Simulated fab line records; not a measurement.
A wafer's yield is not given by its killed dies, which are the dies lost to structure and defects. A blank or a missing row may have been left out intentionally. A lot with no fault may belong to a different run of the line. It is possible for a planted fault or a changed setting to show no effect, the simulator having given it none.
Matching of chambers + flow nand_harc + 4 sister chambers for NHARC_A_STAIRCASE_DESCUM_252 on rie_diel-04
The step chemistry O2, time 3 s. 8 wafers are shown with their chamber, then 11 later ones without.

== EACH WAFER AND ITS CHAMBER ==
| wafer  | chamber | drypump_motor_current_A (A) | showerhead_plenum_p_Torr (Torr) |
|--------|---------|-----------------------------|---------------------------------|
| L085.6 | 2       | 5.7                         | 1.86                            |
| L089.3 | 0       | 4.6                         | 2.04                            |
| L088.1 | 2       | 5.8                         | 1.85                            |
| L088.4 | 3       | 6.2                         | 1.94                            |
| L088.5 | 3       | 6.2                         | 1.94                            |
| L090.5 | 0       | 4.6                         | 2.04                            |
| L090.6 | 1       | 4.9                         | 1.78                            |
| L092.1 | 1       | 4.9                         | 1.78                            |

== WAFERS WHOSE CHAMBER IS MISSING ==
| wafer  | drypump_motor_current_A (A) | showerhead_plenum_p_Torr (Torr) |
|--------|-----------------------------|---------------------------------|
| L092.3 | 6.2                         | 1.94                            |
| L092.6 | 6.2                         | 1.94                            |
| L091.3 | 4.9                         | 1.78                            |
| L091.4 | 4.6                         | 2.04                            |
| L091.6 | 6.2                         | 1.94                            |
| L094.4 | 6.2                         | 1.94                            |
| L094.5 | 5.7                         | 1.85                            |
| L094.6 | 6.2                         | 1.94                            |
| L093.3 | 4.9                         | 1.77                            |
| L093.5 | 5.8                         | 1.85                            |
| L093.6 | 6.2                         | 1.94                            |

== CHAMBER TAKEN BY EACH ==
| wafer  | from the rows above | in truth |
|--------|---------------------|----------|
| L092.3 | 3                   | 3        |
| L092.6 | 3                   | 3        |
| L091.3 | 1                   | 1        |
| L091.4 | 0                   | 0        |
| L091.6 | 3                   | 3        |
| L094.4 | 3                   | 3        |
| L094.5 | 2                   | 2        |
| L094.6 | 3                   | 3        |
| L093.3 | 1                   | 1        |
| L093.5 | 2                   | 2        |
| L093.6 | 3                   | 3        |
Correct placement for 11 of the 11. Can't be placed from these rows: 0. Wrongly placed: 0.
How it was worked out, from the rows above alone: a wafer's distance from a chamber is the root of the sum, over the readings, of the square of ((its reading less the chamber's mean) divided by the reading's scatter). If the next closest chamber is less than 2 further off than the closest, the wafer can't be placed; otherwise it belongs to the closest. Each chamber's mean is taken over the wafers shown for it. How the scatter is found: for the shown wafers, subtract from each reading the mean of its chamber, square and add these, divide the total by (wafers less chambers), then take the root.
